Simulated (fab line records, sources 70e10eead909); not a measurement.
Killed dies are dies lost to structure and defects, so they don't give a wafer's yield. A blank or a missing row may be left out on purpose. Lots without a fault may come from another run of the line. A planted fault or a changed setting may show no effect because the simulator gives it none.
Chamber matching | flow nand_harc | NHARC_P_GATE_ALD_36 on ald_sin-01: 4 sister chambers
The step deposits SiNx, target thk 20 nm, pulse time 60 s, ald cycles 223. 4 wafers are shown with their chamber, then 7 later ones without.

WAFERS WITH THEIR CHAMBER
wafer  | chamber | heater_power_w (W)
L086.1 | 3       | 856
L086.5 | 1       | 949
L090.3 | 2       | 869
L090.1 | 0       | 885

WAFERS WITHOUT THEIR CHAMBER
wafer  | heater_power_w (W)
L090.5 | 963
L092.1 | 924
L092.2 | 848
L092.6 | 962
L096.1 | 881
L096.2 | 962
L096.5 | 966

WHICH CHAMBER EACH WENT THROUGH
wafer  | from the rows above          | in truth
L090.5 | 1                            | 1
L092.1 | can't be placed: 1 or 0      | 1
L092.2 | can't be placed: 3 or 2 or 0 | 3
L092.6 | 1                            | 1
L096.1 | can't be placed: 0 or 2 or 3 | 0
L096.2 | 1                            | 1
L096.5 | 1                            | 1
Placed correctly: 4 of 7. Can't be placed from these rows: 3 (the true chamber is among the candidates in 3). Placed wrongly: 0.
How it was worked out, from the rows above alone: a wafer's distance from a chamber is the root of the sum, over the readings, of the square of ((its reading less the chamber's mean) divided by the reading's scatter). The wafer belongs to the nearest chamber; if the next one is less than 2 further off, it can't be placed. A chamber's mean is the mean of its shown wafers. The scatter: with one shown wafer a chamber, the root of the mean of the squares of how far each hidden wafer lies from its nearest shown one.
